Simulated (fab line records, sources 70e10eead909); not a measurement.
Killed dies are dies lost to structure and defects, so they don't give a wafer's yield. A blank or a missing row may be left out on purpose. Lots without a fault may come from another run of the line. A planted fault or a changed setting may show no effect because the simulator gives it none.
Chamber matching | flow nand_harc | NHARC_P_GATE_STRIP_108 on rie_diel-05: 4 sister chambers
The step strips in O2. 4 wafers are shown with their chamber, then 7 later ones without.

WAFERS WITH THEIR CHAMBER
wafer  | chamber | showerhead_plenum_p_Torr (Torr)
L082.1 | 3       | 3.48
L083.2 | 1       | 3.28
L089.1 | 2       | 3.63
L089.4 | 0       | 3.50

WAFERS WITHOUT THEIR CHAMBER
wafer  | showerhead_plenum_p_Torr (Torr)
L089.6 | 3.50
L093.2 | 3.63
L093.3 | 3.49
L093.4 | 3.80
L096.1 | 3.80
L096.2 | 3.47
L096.6 | 3.47

WHICH CHAMBER EACH WENT THROUGH
wafer  | from the rows above               | in truth
L089.6 | can't be placed: 0 or 3 or 2      | 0
L093.2 | can't be placed: 2 or 0 or 3      | 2
L093.3 | can't be placed: 0 or 3 or 2      | 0
L093.4 | can't be placed: 2 or 0 or 3      | 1
L096.1 | can't be placed: 2 or 0 or 3      | 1
L096.2 | can't be placed: 3 or 0 or 2 or 1 | 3
L096.6 | can't be placed: 3 or 0 or 2 or 1 | 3
Placed correctly: 0 of 7. Can't be placed from these rows: 7 (the true chamber is among the candidates in 5). Placed wrongly: 0.
How it was worked out, from the rows above alone: a wafer's distance from a chamber is the root of the sum, over the readings, of the square of ((its reading less the chamber's mean) divided by the reading's scatter). The wafer belongs to the nearest chamber; if the next one is less than 2 further off, it can't be placed. A chamber's mean is the mean of its shown wafers. The scatter: with one shown wafer a chamber, the root of the mean of the squares of how far each hidden wafer lies from its nearest shown one.
